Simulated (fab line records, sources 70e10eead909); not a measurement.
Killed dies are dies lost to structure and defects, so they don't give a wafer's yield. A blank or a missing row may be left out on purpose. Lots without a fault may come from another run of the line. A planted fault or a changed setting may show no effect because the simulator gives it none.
Which tool did it? | flow nand_harc | 12 lots, 36 wafers sampled, at 2 steps of a route of 1159

WHAT THE GAUGES READ, wafer by wafer
NHARC_A_M0_CD_MEAS_09: target cd 80 nm.
lot  | measured     | on        | cd_nm (nm)
L075 | day 18 02:12 | cd_sem-02 | 79.6 79.9 81.1
L080 | day 18 06:49 | cd_sem-02 | 78.8 79.5 78.6
L079 | day 18 17:53 | cd_sem-03 | 80.1 78.9 79.8
L081 | day 19 07:23 | cd_sem-02 | 80.5 80.1 79.9
L083 | day 19 19:18 | cd_sem-02 | 79.0 79.9 80.2
L084 | day 20 16:41 | cd_sem-03 | 79.2 79.5 79.8
L087 | day 20 22:23 | cd_sem-03 | 81.0 80.5 80.8
L089 | day 21 15:36 | cd_sem-01 | 79.3 79.6 79.5
L094 | day 22 00:50 | cd_sem-01 | 80.2 79.4 79.8
L092 | day 22 07:59 | cd_sem-03 | 80.3 79.2 79.1
L095 | day 22 16:49 | cd_sem-01 | 80.1 80.3 80.1
L097 | day 23 04:59 | cd_sem-02 | 79.9 78.7 80.5

WHICH TOOL RAN EACH LOT (tool, then ch and the chambers of the sampled wafers, then the start)
lot  | NHARC_A_BLC_ETCH_18
L075 | rie_diel-04 ch 0,1, day 18 02:12 or earlier
L080 | rie_diel-04 ch 1,2,3, day 18 06:49 or earlier
L079 | rie_diel-04 ch 0,1,2, day 18 17:53 or earlier
L081 | rie_diel-08 ch 1,2, day 19 07:23 or earlier
L083 | rie_diel-04 ch 0,1,3, day 19 19:18 or earlier
L084 | rie_diel-04 ch 0,1,2, day 20 16:41 or earlier
L087 | rie_diel-04 ch 0,2,3, day 20 22:23 or earlier
L089 | rie_diel-04 ch 0,1,3, day 21 15:36 or earlier
L094 | rie_diel-13 ch 0,1,2, day 22 00:50 or earlier
L092 | rie_diel-08 ch 1,2,3, day 22 07:59 or earlier
L095 | rie_diel-04 ch 0,2,3, day 22 16:49 or earlier
L097 | rie_diel-04 ch 0,3, day 23 04:59 or earlier
- NHARC_A_BLC_ETCH_18: etches the open film in C4F8/O2/Ar, target depth 910 nm.

THE ANSWER, worked out from the rows above alone
Rule: what is usual is taken from the lots themselves. Put in order of their means at a reading, lots are off if they are a third of the lots or fewer, leave a main group of 4 or more, and stand apart from it by a gap of 3 or more times the standard deviation of the main group's means; of several such gaps the widest counts. A main group whose means are all the same, to the digits that the tables above print for the reading, isn't used. A lot without any number at a reading at which 4 lots or more have one is off too. The other lots that the step has rows for count as sound.
No lot is off at any reading shown: from this, nothing can be told.

WHAT THE SIMULATOR HAD PUT IN
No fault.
